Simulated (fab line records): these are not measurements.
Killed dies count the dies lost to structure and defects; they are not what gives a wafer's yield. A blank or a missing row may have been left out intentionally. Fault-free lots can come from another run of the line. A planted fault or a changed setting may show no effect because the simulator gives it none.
Chamber matching :: flow n5-finfet :: N5_DUMMY_GATE_ETCH_42 on rie-diel-03: 4 sister chambers
The step etches SiO2 in CHF3/O2, target depth 3.5 nm, time 31 s. 14 wafers are shown with their chamber, then 7 later ones without.

## WAFERS, EACH WITH ITS CHAMBER
wafer: L074.1
chamber: 1
drypump-motor-current-A (A): 5.3
showerhead-plenum-p-Torr (Torr): 2.47
throttle-valve-pct (%): 18.63

wafer: L074.4
chamber: 0
drypump-motor-current-A (A): 5.7
showerhead-plenum-p-Torr (Torr): 2.57
throttle-valve-pct (%): 18.93

wafer: L074.5
chamber: 3
drypump-motor-current-A (A): 5.9
showerhead-plenum-p-Torr (Torr): 2.42
throttle-valve-pct (%): 18.97

wafer: L078.1
chamber: 2
drypump-motor-current-A (A): 5.6
showerhead-plenum-p-Torr (Torr): 2.54
throttle-valve-pct (%): 19.15

wafer: L078.2
chamber: 3
drypump-motor-current-A (A): 5.9
showerhead-plenum-p-Torr (Torr): 2.42
throttle-valve-pct (%): 18.99

wafer: L078.6
chamber: 0
drypump-motor-current-A (A): 5.7
showerhead-plenum-p-Torr (Torr): 2.56
throttle-valve-pct (%): 18.95

wafer: L083.4
chamber: 3
drypump-motor-current-A (A): 5.9
showerhead-plenum-p-Torr (Torr): 2.41
throttle-valve-pct (%): 18.99

wafer: L083.5
chamber: 2
drypump-motor-current-A (A): 5.6
showerhead-plenum-p-Torr (Torr): 2.54
throttle-valve-pct (%): 19.19

wafer: L083.6
chamber: 1
drypump-motor-current-A (A): 5.3
showerhead-plenum-p-Torr (Torr): 2.46
throttle-valve-pct (%): 18.67

wafer: L085.4
chamber: 0
drypump-motor-current-A (A): 5.7
showerhead-plenum-p-Torr (Torr): 2.56
throttle-valve-pct (%): 18.97

wafer: L085.5
chamber: 0
drypump-motor-current-A (A): 5.7
showerhead-plenum-p-Torr (Torr): 2.56
throttle-valve-pct (%): 18.98

wafer: L085.6
chamber: 3
drypump-motor-current-A (A): 5.9
showerhead-plenum-p-Torr (Torr): 2.41
throttle-valve-pct (%): 19.01

wafer: L088.1
chamber: 3
drypump-motor-current-A (A): 5.9
showerhead-plenum-p-Torr (Torr): 2.41
throttle-valve-pct (%): 19.03

wafer: L088.3
chamber: 1
drypump-motor-current-A (A): 5.4
showerhead-plenum-p-Torr (Torr): 2.46
throttle-valve-pct (%): 18.69

SIGNATURES (averages over the wafers above)
reading: drypump-motor-current-A
chamber 0: 5.700
chamber 1: 5.333
chamber 2: 5.600
chamber 3: 5.900
scatter within a chamber: 0.0258

reading: showerhead-plenum-p-Torr
chamber 0: 2.5625
chamber 1: 2.4633
chamber 2: 2.5400
chamber 3: 2.4140
scatter within a chamber: 0.00512

reading: throttle-valve-pct
chamber 0: 18.9575
chamber 1: 18.6633
chamber 2: 19.1700
chamber 3: 18.9980
scatter within a chamber: 0.0249
Rule: a wafer's distance from a chamber is the root of the sum, over the readings, of the square of ((its reading less the chamber's mean) divided by the reading's scatter). If the next closest chamber is less than 2 further off than the closest, the wafer can't be placed; otherwise it belongs to the closest. The scatter is the square root of a quotient: the sum, over the shown wafers, of each reading's squared deviation from its chamber's mean, divided by wafers minus chambers.

## WAFERS WITH NO CHAMBER GIVEN
wafer: L088.4
drypump-motor-current-A (A): 5.6
showerhead-plenum-p-Torr (Torr): 2.53
throttle-valve-pct (%): 19.19

wafer: L094.2
drypump-motor-current-A (A): 5.4
showerhead-plenum-p-Torr (Torr): 2.45
throttle-valve-pct (%): 18.71

wafer: L094.3
drypump-motor-current-A (A): 5.7
showerhead-plenum-p-Torr (Torr): 2.55
throttle-valve-pct (%): 18.99

wafer: L094.6
drypump-motor-current-A (A): 5.7
showerhead-plenum-p-Torr (Torr): 2.55
throttle-valve-pct (%): 19.02

wafer: L095.1
drypump-motor-current-A (A): 5.6
showerhead-plenum-p-Torr (Torr): 2.53
throttle-valve-pct (%): 19.20

wafer: L095.3
drypump-motor-current-A (A): 5.4
showerhead-plenum-p-Torr (Torr): 2.45
throttle-valve-pct (%): 18.71

wafer: L095.5
drypump-motor-current-A (A): 5.6
showerhead-plenum-p-Torr (Torr): 2.53
throttle-valve-pct (%): 19.21

## THE CHAMBER EACH PASSED THROUGH
wafer: L088.4
from the rows above: 2
in truth: 2

wafer: L094.2
from the rows above: 1
in truth: 1

wafer: L094.3
from the rows above: 0
in truth: 0

wafer: L094.6
from the rows above: 0
in truth: 0

wafer: L095.1
from the rows above: 2
in truth: 2

wafer: L095.3
from the rows above: 1
in truth: 1

wafer: L095.5
from the rows above: 2
in truth: 2
7 of 7 placed correctly. From these rows, 0 cannot be placed. Number placed wrongly: 0.
